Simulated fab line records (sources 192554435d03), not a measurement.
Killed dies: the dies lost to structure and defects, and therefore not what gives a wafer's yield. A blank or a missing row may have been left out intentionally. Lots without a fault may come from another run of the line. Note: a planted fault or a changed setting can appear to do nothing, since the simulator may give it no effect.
Struck lot and sound lot, side by side    flow n5Finfet    36 out of 1938 route steps
Sound: these wafers, L904.1, L904.2, L904.4. Wafers L901.1, L901.2, L901.3 were the ones struck. Last of all comes the cause.
Per side, at each step with rows, come the tool, then ch with its chambers, and then its first start. Under that, the readings that differ: sound wafers    struck wafers    difference of the means    sigmas: that difference in standard deviations of wafers without a fault.
alike: words and numbers the same on both sides, and readings whose means are apart by under 2 such deviations; not compared: readings that were withheld, readings missing a value for some wafer, numbers with overlapping values and no deviation given by the record, and bounds like >300 which may hide the same value.
Wherever a step has rows on one side only, a row that says differs or no value, or a row with sigmas, the two part there. When numbers do not overlap yet have no deviation, they are printed without sigmas and do not part them. A reading missing from all wafers of one side parts the sides only when that side holds two or more wafers.

first, 9 steps without rows for these wafers: N5_BEOL_M4_ANNEAL_95 (time 240 s); N5_BEOL_M4_SPUTTER_96 (material Cu, target thk 4.5 nm, time 8.29 s); N5_BEOL_M4_ECD_50 (material Cu, target thk 300 nm); N5_BEOL_M4_ANNEAL_51 (time 90 s); N5_BEOL_M4_CMP_52 (polishes, stops on SiOC, t overpolish 6.8 s, target thk 40 nm); N5_BEOL_M4_PRE_CLEAN_60 (time 15 s); N5_BEOL_M4_CO_CAP_55 (material Co, precursor CCTBA/H2, target thk 2 nm, time 102.1 s); N5_BEOL_M4_PRE_CLEAN_56 (time 15 s); N5_BEOL_M4_DEP_57 (deposits SiCN from 3MS/NH3, target thk 8 nm, time 14 s).
N5_BEOL_M4_RC_MEAS_101:
  sound on prober-02 ch 0, day 14 04:38; struck on prober-02 ch 0, day 12 23:01
reading        sound           struck          difference  sigmas
SS_P (mV/dec)  73.5 75.1 73.0  72.8 72.9 72.7  -1.1        -2
  alike: DIBL_N, DIBL_P, IOFF_N, IOFF_P, ION_N, ION_P, SS_N, VT_N, VT_P
then, 24 steps without rows for these wafers: N5_BEOL_M5_ILD_DEP_00 (deposits SiCOH lowk from DEMS/porogen, target thk 140.64 nm, time 25.9 s); N5_BEOL_M5_CURE_79 (cures SiCOH lowk, time 240 s); N5_BEOL_M5_PECVD_70 (deposits SiO2 from TEOS/O2, target thk 16 nm, time 18 s); N5_BEOL_M5_HM_DEP_02 (deposits TiN, target thk 20 nm); N5_BEOL_M5_COAT_59 (time 60 s, resist thk 60 nm); N5_BEOL_M5_COAT_60 (time 60 s, resist thk 12 nm); N5_BEOL_M5_COAT_71 (time 60 s, resist thk 5 nm); N5_BEOL_M5_COAT_05 (resist thk 30 nm); N5_BEOL_M5_EBR_07; N5_BEOL_M5_SOFTBAKE_06 (time 60 s); N5_BEOL_M5_EXPOSE_08 (exposes mask M5, target cd 28 nm); N5_BEOL_M5_PEB_09 (peb time 60 s); N5_BEOL_M5_DEVELOP_10 (develop time 30 s); N5_BEOL_M5_DESCUM_16 (chemistry O2, time 7 s); N5_BEOL_M5_ETCH_72 (etches underlayer in N2/H2, target depth 6.5 nm, time 5.2 s); N5_BEOL_M5_ETCH_61 (etches SiARC in CF4, target depth 15.6 nm, time 26 s); N5_BEOL_M5_ETCH_62 (etches SOC in N2/H2, target depth 75 nm, overetch 15 nm, time 112.5 s); N5_BEOL_M5_STRIP_63 (strips in N2/H2); N5_BEOL_M5_STRIP_73 (strips in N2/H2); N5_BEOL_M5_STRIP_64 (strips in CF4); N5_BEOL_M5_HM_OPEN_17 (chemistry Cl2/BCl3, target TiN, target depth 20 nm, overetch 6 nm); N5_BEOL_M5_STRIP_19 (strips in O2); N5_BEOL_M5_COAT_65 (time 60 s, resist thk 60 nm); N5_BEOL_M5_COAT_66 (time 60 s, resist thk 12 nm).
-- a jump in the record: the struck wafers' starts before and after are 5 days apart (it breaks off in module BEOL_M5 and resumes in module PASSIVATION, where the first step shown is number 1936 of the route) --
N5_PASSIVATION_AL_DEP_21: deposits Al, target thk 2800 nm, time 170 s.
  sound: pvdSputter-03 at day 18 15:29; struck: pvdSputter-03 at day 17 20:56
  no value came back on the struck wafers for cathodeDcPowerW (W), chamberPressurePa (Pa), throttleValvePct (%); on the sound wafers cathodeDcPowerW (W) reads 30000 29998 30001
N5_PASSIVATION_PROBE_49:
  sound: prober-02 at day 18 21:32; struck: prober-01 at day 18 02:52
reading                  sound           struck          difference  sigmas
defectLimitedYield (%)   93.5 93.1 92.2  0 0 0           -93         -66
killed_at_M4_up          9 12 25         8 2 0           -12         -2
killedAtOther            0 3 0           1153 1162 1171  +1161       +99 or more
killedDies               77 81 92        1180 1180 1180  +1097       +65
killedOnRim              8 10 12         152 152 152     +142        +36
killedOpen               51 57 67        21 13 8         -44         -4
killedShort              25 23 24        6 6 2           -19         -2
sort_bin_5_function (%)  3.1 4.2 5.0     73.6 72.5 73.0  +68.9       +73
sortNPass                1103 1099 1088  0 0 0           -1097       -65
sortYieldPct (%)         93.5 93.1 92.2  0 0 0           -93         -66
  alike: killed_at_M0_to_M3, killedAtContacts, killedAtFrontEnd, sort_bin_6_memory

WHERE THEY PART
Earliest at N5_BEOL_M4_RC_MEAS_101; latest, in this record, at N5_PASSIVATION_PROBE_49.

WHY: what had been put in by the simulator
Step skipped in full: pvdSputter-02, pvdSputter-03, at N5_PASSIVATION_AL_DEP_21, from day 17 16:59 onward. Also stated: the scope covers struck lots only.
